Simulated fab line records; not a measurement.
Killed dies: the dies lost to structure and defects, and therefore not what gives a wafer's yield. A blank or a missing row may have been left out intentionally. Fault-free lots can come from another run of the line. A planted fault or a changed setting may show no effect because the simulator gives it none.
A lot that was struck, set against a sound lot || flow n5_finfet || 39 steps out of a route of 1938
Sound: the wafers L638.2, L638.3, L638.4. Struck: wafer L636.3. (L636.2, L636.4 of the same lot were not struck and are left out.) The cause comes at the end.
For every step that has rows: the tool of each side, followed by ch and its chambers, followed by its first start. Under that, the readings that differ: sound wafers || struck wafers || difference of the means || sigmas: that difference in standard deviations of wafers without a fault.
alike: a reading whose means differ by less than 2 such deviations, as well as words and numbers matching on both sides. not compared: withheld readings; readings where some wafer has no value; bounds like >300 that might hide an equal value; numbers whose values overlap and for which the record gives no deviation.
The two part at a step that has a row with sigmas, a row that says differs or no value, or rows on one side only. When numbers do not overlap yet have no deviation, they are printed without sigmas and do not part them. A reading that every wafer of one side lacks parts them only if that side has two wafers or more.

first, 12 steps without rows for these wafers: N5_SDB_ETCH_18 (etches SOC in N2/H2, target depth 100 nm, overetch 20 nm, time 150 s); N5_SDB_STRIP_19 (strips in N2/H2); N5_SDB_STRIP_21 (strips in CF4); N5_SDB_HM_OPEN_20 (chemistry CH3F/O2, target SiNx, stops on poly-Si, target depth 24 nm); N5_SDB_STRIP_22 (strips in N2/H2); N5_SDB_PRECLEAN_23 (cleans in dHF, time 30 s); N5_SDB_DUMMY_REMOVE_24 (chemistry TMAH, target poly-Si, stops on SiO2, target depth 142 nm, time 57 s, rinse time 30 s); N5_SDB_ETCH_25 (etches SiO2 in C4F6/O2, target depth 10 nm, time 3.3 s); N5_SDB_CUT_ETCH_26 (etches Si in HBr/Cl2/O2, target depth 129.6 nm, bt time 20 s, time 51.8 s); N5_SDB_PRECLEAN_38 (cleans in dHF, time 10 s); N5_SDB_PRECLEAN_39 (cleans in O3/DIW, time 45 s); N5_SDB_SRD_28 (time 30 s).
N5_SDB_ALD_29: deposits SiNx, target thk 30 nm, pulse time 1 s, ald cycles 600.
  sound on ald_sin-03 ch 0,1,2, day 8 02:02; struck on ald_sin-04 ch 2, day 7 15:13
{"reading": "ald_cycles", "sound": "600 600 600", "struck": 322, "difference": -278, "sigmas": ""}
{"reading": "model.SiNx_of_SDB_ALD_29.thk_nm (nm)", "sound": "30.2 30.2 30", "struck": 16.2, "difference": -13.9, "sigmas": ""}
  alike: heater_power_w, precursor_pulse_height_rel, susceptor_temp_C
then, 23 steps without rows for these wafers: N5_SDB_CMP_30 (polishes, stops on poly-Si, t overpolish 1.54 s, target thk 30 nm); N5_DUMMY_REMOVAL_HM_STRIP_01 (strips SiNx in CH3F/O2, stops on poly-Si, target depth 4 nm, time 6.8 s); N5_DUMMY_REMOVAL_STRIP_10 (strips in N2/H2, time 40 s); N5_DUMMY_REMOVAL_PRECLEAN_07 (cleans in dHF, time 30 s); N5_DUMMY_REMOVAL_DUMMY_REMOVE_02 (chemistry TMAH, target poly-Si, stops on SiO2, target depth 142 nm, time 57 s, rinse time 30 s); N5_DUMMY_REMOVAL_PRECLEAN_08 (cleans in NF3:NH3, afs cycles 2, time 20 s, sublimation time 60 s); N5_DUMMY_REMOVAL_PRECLEAN_04 (cleans in DHF, time 37 s); N5_DUMMY_REMOVAL_SRD_05 (time 30 s); N5_HKMG_FIN_IL_REGROW_00 (material SiO2, chemistry O3, target thk 0.75 nm, time 30 s); N5_HKMG_FIN_HK_ALD_01 (deposits HfO2, target thk 1.6 nm, pulse time 3 s, purge time 3 s); N5_HKMG_FIN_HK_ANNEAL_02 (time 30 s); N5_HKMG_FIN_ALD_74 (deposits La2O3, target thk 0.5 nm, pulse time 6 s, co reactant pulse time 1 s); N5_HKMG_FIN_ALD_75 (deposits Al2O3, target thk 1 nm, co reactant pulse time 1 s); N5_HKMG_FIN_COAT_41 (time 60 s, resist thk 300 nm); N5_HKMG_FIN_COAT_42 (time 60 s, resist thk 35 nm); N5_HKMG_FIN_COAT_43 (resist thk 90 nm); N5_HKMG_FIN_EBR_45; N5_HKMG_FIN_SOFTBAKE_44 (time 60 s); N5_HKMG_FIN_EXPOSE_46 (exposes mask NDIPOLE); N5_HKMG_FIN_PEB_47 (peb time 60 s); N5_HKMG_FIN_DEVELOP_48 (develop time 30 s); N5_HKMG_FIN_DESCUM_53 (chemistry O2, time 7.9 s); N5_HKMG_FIN_ETCH_54 (etches SiARC in CF4, target depth 45.5 nm, time 75.8 s).
N5_GATE_CUT_ETCH_58: etches SiNx in CH3F/O2, target depth 17 nm, time 128.6 s.
  sound on rie_diel-02 ch 1,2,3, day 8 15:38; struck on rie_diel-03 ch 2, day 8 04:55
{"reading": "rf_hours_counter_h (h)", "sound": "221 48 193", "struck": 225, "difference": "+71", "sigmas": ""}
{"reading": "model.SiNx_of_SDB_ALD_29.thk_nm (nm)", "sound": "24.8 24.8 24.6", "struck": 13.2, "difference": -11.5, "sigmas": ""}
  alike: drypump_motor_current_A, oes_product_au, rf_vpp_V, showerhead_plenum_p_Torr, throttle_valve_pct
-- a jump in the record: the struck wafers' starts before and after are 4 days apart (it breaks off in module GATE_CUT and resumes in module BEOL_M4, where the first step shown is number 1111 of the route) --
N5_BEOL_M4_RC_MEAS_101:
  sound on prober-02 ch 0, day 12 13:05; struck on prober-01 ch 0, day 12 02:46
  alike: DIBL_N, DIBL_P, IOFF_N, IOFF_P, ION_N, ION_P, SS_N, SS_P, VT_N, VT_P
-- record jumps: 5 days separate the struck wafers' starts on either side; left off in module BEOL_M4, taken up again in module PASSIVATION, whose first shown step is the route's number 1936 --
N5_PASSIVATION_PROBE_49:
  sound on prober-02 at day 17 11:13; struck on prober-01 at day 16 18:01
{"reading": "defect_limited_yield (%)", "sound": "92.8 93.5 91.3", "struck": 89.3, "difference": -3.2, "sigmas": -2}
{"reading": "killed_at_M0_to_M3", "sound": "24 18 18", "struck": 50, "difference": "+30", "sigmas": "+3"}
{"reading": "killed_dies", "sound": "85 77 103", "struck": 126, "difference": "+38", "sigmas": "+2"}
{"reading": "killed_open", "sound": "54 49 68", "struck": 83, "difference": "+26", "sigmas": "+2"}
{"reading": "sort_bin_6_memory (%)", "sound": "2.0 1.9 3.1", "struck": 4.1, "difference": "+1.8", "sigmas": "+2"}
{"reading": "sort_n_pass", "sound": "1095 1103 1077", "struck": 1054, "difference": -38, "sigmas": -2}
{"reading": "sort_yield_pct (%)", "sound": "92.8 93.5 91.3", "struck": 89.3, "difference": -3.2, "sigmas": -2}
  alike: killed_at_M4_up, killed_at_contacts, killed_at_front_end, killed_at_other, killed_short, sort_bin_5_function

== WHERE THEY PART ==
Within this record, at N5_PASSIVATION_PROBE_49 only.

WHY: the cause the simulator had injected
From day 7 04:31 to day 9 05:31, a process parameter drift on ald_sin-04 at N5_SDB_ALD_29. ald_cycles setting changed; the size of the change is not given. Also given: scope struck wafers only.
